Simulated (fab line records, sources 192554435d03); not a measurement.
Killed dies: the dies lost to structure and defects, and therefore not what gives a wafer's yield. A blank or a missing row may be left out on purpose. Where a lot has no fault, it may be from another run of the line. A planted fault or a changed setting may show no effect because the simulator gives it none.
Which tool is to blame? || flow n5Finfet || 10 lots, 30 wafers sampled, at 4 steps of a route of 1938

## WHAT EACH GAUGE READ, for each wafer
Not one reading of a measure or inspect step in the record can be checked against a usual standard deviation.

## TOOL THAT RAN EACH LOT (tool first, then ch and the chambers of the sampled wafers, then the start)
{"lot": "L980", "N5_BEOL_M4_SPUTTER_92": "pvdSputter-01, day 7 10:55", "N5_BEOL_M5_ETCH_72": "rieDiel-02 ch 0,1,2, day 7 16:52", "N5_BEOL_M5_ETCH_61": "rieDiel-02 ch 0,1,2, day 7 16:53", "N5_BEOL_M5_STRIP_19": "rieDiel-02 ch 0,1,3, day 7 17:19"}
{"lot": "L982", "N5_BEOL_M4_SPUTTER_92": "pvdSputter-02, day 8 03:38", "N5_BEOL_M5_ETCH_72": "rieDiel-06 ch 1,2,3, day 8 09:19", "N5_BEOL_M5_ETCH_61": "rieDiel-06 ch 1,2,3, day 8 09:20", "N5_BEOL_M5_STRIP_19": "rieDiel-02 ch 1,2,3, day 8 09:38"}
{"lot": "L984", "N5_BEOL_M4_SPUTTER_92": "pvdSputter-01, day 8 20:49", "N5_BEOL_M5_ETCH_72": "rieDiel-02 ch 0,1, day 9 00:40", "N5_BEOL_M5_ETCH_61": "rieDiel-02 ch 0,1, day 9 00:41", "N5_BEOL_M5_STRIP_19": "rieDiel-05 ch 0,1,2, day 9 01:04"}
{"lot": "L986", "N5_BEOL_M4_SPUTTER_92": "pvdSputter-01, day 9 07:30", "N5_BEOL_M5_ETCH_72": "rieDiel-06 ch 1,2,3, day 9 12:07", "N5_BEOL_M5_ETCH_61": "rieDiel-06 ch 1,2,3, day 9 12:07", "N5_BEOL_M5_STRIP_19": "rieDiel-05 ch 0,1,2, day 9 12:26"}
{"lot": "L988", "N5_BEOL_M4_SPUTTER_92": "pvdSputter-01, day 9 15:16", "N5_BEOL_M5_ETCH_72": "rieDiel-06 ch 0,3, day 9 19:25", "N5_BEOL_M5_ETCH_61": "rieDiel-06 ch 0,3, day 9 19:26", "N5_BEOL_M5_STRIP_19": "rieDiel-06 ch 0,1,3, day 9 19:44"}
{"lot": "L990", "N5_BEOL_M4_SPUTTER_92": "pvdSputter-01, day 10 06:37", "N5_BEOL_M5_ETCH_72": "rieDiel-06 ch 2,3, day 10 11:52", "N5_BEOL_M5_ETCH_61": "rieDiel-06 ch 2,3, day 10 11:53", "N5_BEOL_M5_STRIP_19": "rieDiel-05 ch 1,2, day 10 12:12"}
{"lot": "L991", "N5_BEOL_M4_SPUTTER_92": "pvdSputter-02, day 10 10:11", "N5_BEOL_M5_ETCH_72": "rieDiel-05 ch 0,2,3, day 10 15:22", "N5_BEOL_M5_ETCH_61": "rieDiel-05 ch 0,2,3, day 10 15:23", "N5_BEOL_M5_STRIP_19": "rieDiel-06 ch 1,2,3, day 10 15:45"}
{"lot": "L995", "N5_BEOL_M4_SPUTTER_92": "pvdSputter-03, day 11 09:55", "N5_BEOL_M5_ETCH_72": "rieDiel-02 ch 0,1,3, day 11 15:16", "N5_BEOL_M5_ETCH_61": "rieDiel-02 ch 0,1,3, day 11 15:17", "N5_BEOL_M5_STRIP_19": "rieDiel-06 ch 0,2, day 11 15:35"}
{"lot": "L998", "N5_BEOL_M4_SPUTTER_92": "pvdSputter-01, day 12 01:14", "N5_BEOL_M5_ETCH_72": "rieDiel-02 ch 1,3, day 12 06:14", "N5_BEOL_M5_ETCH_61": "rieDiel-02 ch 1,3, day 12 06:15", "N5_BEOL_M5_STRIP_19": "rieDiel-02 ch 0,2, day 12 06:34"}
{"lot": "L101", "N5_BEOL_M4_SPUTTER_92": "pvdSputter-03, day 13 05:49", "N5_BEOL_M5_ETCH_72": "rieDiel-02 ch 0,1,2, day 13 09:45", "N5_BEOL_M5_ETCH_61": "rieDiel-02 ch 0,1,2, day 13 09:46", "N5_BEOL_M5_STRIP_19": "rieDiel-02 ch 0,2,3, day 13 10:05"}
- N5_BEOL_M4_SPUTTER_92: material Cu, target thk 4.5 nm, time 8.29 s.
- N5_BEOL_M5_ETCH_72: etches underlayer in N2/H2, target depth 6.5 nm, time 5.2 s.
- N5_BEOL_M5_ETCH_61: etches SiARC in CF4, target depth 15.6 nm, time 26 s.
- N5_BEOL_M5_STRIP_19: strips in O2.

## WHAT THE TOOLS THEMSELVES READ (means of the sampled wafers that have a number; where no wafer has one, the mark that the record gives instead)
N5_BEOL_M4_SPUTTER_92. Usual: substrateTempC -19.99 C, standard deviation 0.11; throttleValvePct 29.7 %, standard deviation 0.89.
{"lot": "L980", "tool": "pvdSputter-01", "substrateTempC (C)": -19.97, "throttleValvePct (%)": 30.4, "flag": ""}
{"lot": "L982", "tool": "pvdSputter-02", "substrateTempC (C)": -20.03, "throttleValvePct (%)": 29.5, "flag": ""}
{"lot": "L984", "tool": "pvdSputter-01", "substrateTempC (C)": -19.81, "throttleValvePct (%)": 29.5, "flag": ""}
{"lot": "L986", "tool": "pvdSputter-01", "substrateTempC (C)": -20.03, "throttleValvePct (%)": 29.6, "flag": ""}
{"lot": "L988", "tool": "pvdSputter-01", "substrateTempC (C)": -20.00, "throttleValvePct (%)": 30.3, "flag": ""}
{"lot": "L990", "tool": "pvdSputter-01", "substrateTempC (C)": -20.05, "throttleValvePct (%)": 29.4, "flag": ""}
{"lot": "L991", "tool": "pvdSputter-02", "substrateTempC (C)": -20.00, "throttleValvePct (%)": 29.9, "flag": ""}
{"lot": "L995", "tool": "pvdSputter-03", "substrateTempC (C)": -20.03, "throttleValvePct (%)": 29.0, "flag": ""}
{"lot": "L998", "tool": "pvdSputter-01", "substrateTempC (C)": -19.94, "throttleValvePct (%)": 30.3, "flag": ""}
{"lot": "L101", "tool": "pvdSputter-03", "substrateTempC (C)": -19.89, "throttleValvePct (%)": 29.0, "flag": ""}

N5_BEOL_M5_ETCH_72. Usual: value, then standard deviation, for each; biasW 149.9 W / 0.48; drypumpMotorCurrentA 5.5 A / 0.41; etchRfOnTimeS 5.19 s / 0.17; oesProductAu 0.68 a.u. / 0.058; rfVppV 524 V / 3; showerheadPlenumPTorr 2.55 Torr / 0.11; throttleValvePct 17.75 % / 0.22.
{"lot": "L980", "tool": "rieDiel-02", "biasW (W)": 149.3, "drypumpMotorCurrentA (A)": 5.6, "etchRfOnTimeS (s)": 5.22, "oesProductAu (a.u.)": 0.65, "rfVppV (V)": 523, "showerheadPlenumPTorr (Torr)": 2.49, "throttleValvePct (%)": 17.69, "flag": ""}
{"lot": "L982", "tool": "rieDiel-06", "biasW (W)": 150.1, "drypumpMotorCurrentA (A)": 5.3, "etchRfOnTimeS (s)": 5.14, "oesProductAu (a.u.)": 0.66, "rfVppV (V)": 523, "showerheadPlenumPTorr (Torr)": 2.50, "throttleValvePct (%)": 17.66, "flag": ""}
{"lot": "L984", "tool": "rieDiel-02", "biasW (W)": 150.0, "drypumpMotorCurrentA (A)": 5.3, "etchRfOnTimeS (s)": 5.15, "oesProductAu (a.u.)": 0.64, "rfVppV (V)": 522, "showerheadPlenumPTorr (Torr)": 2.48, "throttleValvePct (%)": 17.64, "flag": ""}
{"lot": "L986", "tool": "rieDiel-06", "biasW (W)": 149.5, "drypumpMotorCurrentA (A)": 5.3, "etchRfOnTimeS (s)": 5.10, "oesProductAu (a.u.)": 0.65, "rfVppV (V)": 522, "showerheadPlenumPTorr (Torr)": 2.50, "throttleValvePct (%)": 17.66, "flag": ""}
{"lot": "L988", "tool": "rieDiel-06", "biasW (W)": 150.2, "drypumpMotorCurrentA (A)": 5.8, "etchRfOnTimeS (s)": 5.15, "oesProductAu (a.u.)": 0.71, "rfVppV (V)": 521, "showerheadPlenumPTorr (Torr)": 2.42, "throttleValvePct (%)": 17.49, "flag": ""}
{"lot": "L990", "tool": "rieDiel-06", "biasW (W)": 149.9, "drypumpMotorCurrentA (A)": 5.6, "etchRfOnTimeS (s)": 4.97, "oesProductAu (a.u.)": 0.69, "rfVppV (V)": 525, "showerheadPlenumPTorr (Torr)": 2.55, "throttleValvePct (%)": 17.64, "flag": ""}
{"lot": "L991", "tool": "rieDiel-05", "biasW (W)": 149.8, "drypumpMotorCurrentA (A)": 5.4, "etchRfOnTimeS (s)": 5.30, "oesProductAu (a.u.)": 0.71, "rfVppV (V)": 526, "showerheadPlenumPTorr (Torr)": 2.62, "throttleValvePct (%)": 17.82, "flag": ""}
{"lot": "L995", "tool": "rieDiel-02", "biasW (W)": 150.0, "drypumpMotorCurrentA (A)": 5.5, "etchRfOnTimeS (s)": 5.22, "oesProductAu (a.u.)": 0.63, "rfVppV (V)": 524, "showerheadPlenumPTorr (Torr)": 2.52, "throttleValvePct (%)": 17.78, "flag": ""}
{"lot": "L998", "tool": "rieDiel-02", "biasW (W)": 181.6, "drypumpMotorCurrentA (A)": 5.8, "etchRfOnTimeS (s)": 4.67, "oesProductAu (a.u.)": 0.68, "rfVppV (V)": 590, "showerheadPlenumPTorr (Torr)": 2.49, "throttleValvePct (%)": 17.72, "flag": "OFF"}
{"lot": "L101", "tool": "rieDiel-02", "biasW (W)": 181.8, "drypumpMotorCurrentA (A)": 5.7, "etchRfOnTimeS (s)": 4.71, "oesProductAu (a.u.)": 0.65, "rfVppV (V)": 589, "showerheadPlenumPTorr (Torr)": 2.47, "throttleValvePct (%)": 17.78, "flag": "OFF"}

N5_BEOL_M5_ETCH_61. Usual: value, then standard deviation, for each; biasW 36.01 W / 0.12; drypumpMotorCurrentA 5.5 A / 0.41; etchRfOnTimeS 25.9 s / 0.79; oesProductAu 0.68 a.u. / 0.057; rfVppV 184.0 V / 1.4; showerheadPlenumPTorr 2.14 Torr / 0.078; throttleValvePct 15.50 % / 0.12.
{"lot": "L980", "tool": "rieDiel-02", "biasW (W)": 36.05, "drypumpMotorCurrentA (A)": 5.7, "etchRfOnTimeS (s)": 26.2, "oesProductAu (a.u.)": 0.64, "rfVppV (V)": 184.2, "showerheadPlenumPTorr (Torr)": 2.10, "throttleValvePct (%)": 15.53, "flag": ""}
{"lot": "L982", "tool": "rieDiel-06", "biasW (W)": 36.06, "drypumpMotorCurrentA (A)": 5.3, "etchRfOnTimeS (s)": 25.4, "oesProductAu (a.u.)": 0.66, "rfVppV (V)": 183.7, "showerheadPlenumPTorr (Torr)": 2.12, "throttleValvePct (%)": 15.53, "flag": ""}
{"lot": "L984", "tool": "rieDiel-02", "biasW (W)": 36.06, "drypumpMotorCurrentA (A)": 5.3, "etchRfOnTimeS (s)": 26.1, "oesProductAu (a.u.)": 0.64, "rfVppV (V)": 183.7, "showerheadPlenumPTorr (Torr)": 2.11, "throttleValvePct (%)": 15.55, "flag": ""}
{"lot": "L986", "tool": "rieDiel-06", "biasW (W)": 35.99, "drypumpMotorCurrentA (A)": 5.3, "etchRfOnTimeS (s)": 25.6, "oesProductAu (a.u.)": 0.65, "rfVppV (V)": 183.7, "showerheadPlenumPTorr (Torr)": 2.12, "throttleValvePct (%)": 15.55, "flag": ""}
{"lot": "L988", "tool": "rieDiel-06", "biasW (W)": 36.13, "drypumpMotorCurrentA (A)": 5.8, "etchRfOnTimeS (s)": 25.6, "oesProductAu (a.u.)": 0.71, "rfVppV (V)": 183.3, "showerheadPlenumPTorr (Torr)": 2.06, "throttleValvePct (%)": 15.37, "flag": ""}
{"lot": "L990", "tool": "rieDiel-06", "biasW (W)": 36.04, "drypumpMotorCurrentA (A)": 5.6, "etchRfOnTimeS (s)": 24.7, "oesProductAu (a.u.)": 0.70, "rfVppV (V)": 184.7, "showerheadPlenumPTorr (Torr)": 2.16, "throttleValvePct (%)": 15.45, "flag": ""}
{"lot": "L991", "tool": "rieDiel-05", "biasW (W)": 35.98, "drypumpMotorCurrentA (A)": 5.5, "etchRfOnTimeS (s)": 26.5, "oesProductAu (a.u.)": 0.70, "rfVppV (V)": 183.5, "showerheadPlenumPTorr (Torr)": 2.18, "throttleValvePct (%)": 15.41, "flag": ""}
{"lot": "L995", "tool": "rieDiel-02", "biasW (W)": 35.95, "drypumpMotorCurrentA (A)": 5.5, "etchRfOnTimeS (s)": 25.8, "oesProductAu (a.u.)": 0.63, "rfVppV (V)": 183.8, "showerheadPlenumPTorr (Torr)": 2.13, "throttleValvePct (%)": 15.56, "flag": ""}
{"lot": "L998", "tool": "rieDiel-02", "biasW (W)": 36.09, "drypumpMotorCurrentA (A)": 5.8, "etchRfOnTimeS (s)": 25.5, "oesProductAu (a.u.)": 0.64, "rfVppV (V)": 182.9, "showerheadPlenumPTorr (Torr)": 2.11, "throttleValvePct (%)": 15.51, "flag": ""}
{"lot": "L101", "tool": "rieDiel-02", "biasW (W)": 36.04, "drypumpMotorCurrentA (A)": 5.6, "etchRfOnTimeS (s)": 25.9, "oesProductAu (a.u.)": 0.62, "rfVppV (V)": 182.8, "showerheadPlenumPTorr (Torr)": 2.09, "throttleValvePct (%)": 15.62, "flag": ""}

N5_BEOL_M5_STRIP_19. Usual: drypumpMotorCurrentA 5.5 A, standard deviation 0.41; oesProductAu 0.80 a.u., standard deviation 0.065; rfVppV 3.6 V, standard deviation 0.49; showerheadPlenumPTorr 2.11 Torr, standard deviation 0.083; throttleValvePct 16.58 %, standard deviation 0.16.
{"lot": "L980", "tool": "rieDiel-02", "drypumpMotorCurrentA (A)": 5.5, "oesProductAu (a.u.)": 0.76, "rfVppV (V)": 3.7, "showerheadPlenumPTorr (Torr)": 2.09, "throttleValvePct (%)": 16.53, "flag": ""}
{"lot": "L982", "tool": "rieDiel-02", "drypumpMotorCurrentA (A)": 5.8, "oesProductAu (a.u.)": 0.75, "rfVppV (V)": 3.9, "showerheadPlenumPTorr (Torr)": 2.07, "throttleValvePct (%)": 16.56, "flag": ""}
{"lot": "L984", "tool": "rieDiel-05", "drypumpMotorCurrentA (A)": 5.7, "oesProductAu (a.u.)": 0.85, "rfVppV (V)": 4.0, "showerheadPlenumPTorr (Torr)": 2.16, "throttleValvePct (%)": 16.59, "flag": ""}
{"lot": "L986", "tool": "rieDiel-05", "drypumpMotorCurrentA (A)": 5.7, "oesProductAu (a.u.)": 0.85, "rfVppV (V)": 3.3, "showerheadPlenumPTorr (Torr)": 2.16, "throttleValvePct (%)": 16.60, "flag": ""}
{"lot": "L988", "tool": "rieDiel-06", "drypumpMotorCurrentA (A)": 5.4, "oesProductAu (a.u.)": 0.79, "rfVppV (V)": 3.5, "showerheadPlenumPTorr (Torr)": 2.04, "throttleValvePct (%)": 16.50, "flag": ""}
{"lot": "L990", "tool": "rieDiel-05", "drypumpMotorCurrentA (A)": 5.3, "oesProductAu (a.u.)": 0.84, "rfVppV (V)": 4.0, "showerheadPlenumPTorr (Torr)": 2.19, "throttleValvePct (%)": 16.58, "flag": ""}
{"lot": "L991", "tool": "rieDiel-06", "drypumpMotorCurrentA (A)": 5.3, "oesProductAu (a.u.)": 0.76, "rfVppV (V)": 3.6, "showerheadPlenumPTorr (Torr)": 2.07, "throttleValvePct (%)": 16.64, "flag": ""}
{"lot": "L995", "tool": "rieDiel-06", "drypumpMotorCurrentA (A)": 5.5, "oesProductAu (a.u.)": 0.84, "rfVppV (V)": 3.6, "showerheadPlenumPTorr (Torr)": 2.19, "throttleValvePct (%)": 16.58, "flag": ""}
{"lot": "L998", "tool": "rieDiel-02", "drypumpMotorCurrentA (A)": 5.6, "oesProductAu (a.u.)": 0.71, "rfVppV (V)": 3.6, "showerheadPlenumPTorr (Torr)": 2.06, "throttleValvePct (%)": 16.79, "flag": ""}
{"lot": "L101", "tool": "rieDiel-02", "drypumpMotorCurrentA (A)": 5.5, "oesProductAu (a.u.)": 0.70, "rfVppV (V)": 3.8, "showerheadPlenumPTorr (Torr)": 2.10, "throttleValvePct (%)": 16.77, "flag": ""}

## THE ANSWER, worked out from the rows above alone
Rule: lot off if the mean of its wafers having a number is beyond 3 standard deviations from the usual mean. Also off: a lot with no number at a reading for which 4 or more lots have one. Where the step has rows for the other lots, those lots are counted as sound. The gauges are gone through in route order, then the tools' own readings, and for those a lot's mean is taken as printed above. The first step at which some lot is off is used, and at that step the reading that is off furthest; a lot without a number counts as furthest.
Off: L998, L101, at N5_BEOL_M5_ETCH_72 (biasW).
A tool fits if, at that step or a process step before it, it ran every lot that is off, and no sound lot after the first of them. One fits: N5_BEOL_M5_ETCH_72 on rieDiel-02. A fault onset in the window from L995 (day 11 15:16, its last sound lot) to L998 (day 12 06:14, its first lot off) fits.
The tool's own readings at N5_BEOL_M5_ETCH_72 bear it out: on the lots that are off they differ by more than 5 times the standard deviation of the sound lots' means. biasW reads 181.7 W there against 149.8 W on the sound lots; etchRfOnTimeS reads 4.69 s there against 5.16 s on the sound lots; rfVppV reads 590 V there against 523 V on the sound lots.

## WHAT HAD BEEN PUT IN BY THE SIMULATOR
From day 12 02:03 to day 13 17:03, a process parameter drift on rieDiel-02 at N5_BEOL_M5_ETCH_72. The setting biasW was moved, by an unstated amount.
Lots struck among those shown: L998, L101. The rule above reached the same finding.
